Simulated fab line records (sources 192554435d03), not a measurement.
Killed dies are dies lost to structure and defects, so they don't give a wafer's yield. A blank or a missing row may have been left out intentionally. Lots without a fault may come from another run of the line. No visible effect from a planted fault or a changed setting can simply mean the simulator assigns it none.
Matching of chambers    flow n5-finfet    4 sister chambers for N5_HKMG_FIN_ALD_36 on ald-metal-03
The step deposits TiN, target thk 1 nm, pulse time 1 s, purge time 3 s. 8 wafers are shown with their chamber, then 8 later ones without.

## EACH WAFER AND ITS CHAMBER
wafer   chamber  heater-power-w (W)  precursor-pulse-height-rel
L074.3  0        1071                0.988
L077.3  2        911                 0.997
L086.3  1        822                 0.996
L086.5  0        1079                0.983
L089.4  3        936                 1.037
L089.5  3        972                 0.989
L089.6  2        878                 0.992
L092.1  1        804                 1.045

## WAFERS MISSING THEIR CHAMBER
wafer   heater-power-w (W)  precursor-pulse-height-rel
L092.2  1089                0.987
L092.3  892                 1.015
L093.1  824                 1.032
L093.2  889                 1.042
L093.3  1102                1.002
L094.2  1117                1.014
L094.4  808                 1.024
L094.5  913                 0.996

## WHICH CHAMBER EACH WENT THROUGH
wafer   from the rows above      in truth
L092.2  0                        0
L092.3  2                        2
L093.1  1                        1
L093.2  can't be placed: 2 or 3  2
L093.3  0                        0
L094.2  0                        0
L094.4  1                        1
L094.5  can't be placed: 2 or 3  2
Correct placement for 6 of the 8. Unplaceable from these rows: 2, with the true chamber sitting among the candidates in 2. Number placed wrongly: 0.
How it was worked out, from the rows above alone: a wafer's distance from a chamber is the root of the sum, over the readings, of the square of ((its reading less the chamber's mean) divided by the reading's scatter). The wafer belongs to the nearest chamber; if the next one is less than 2 further off, it can't be placed. For every chamber, the mean is computed from those of its wafers that are shown. How the scatter is found: for the shown wafers, subtract from each reading the mean of its chamber, square and add these, divide the total by (wafers less chambers), then take the root.
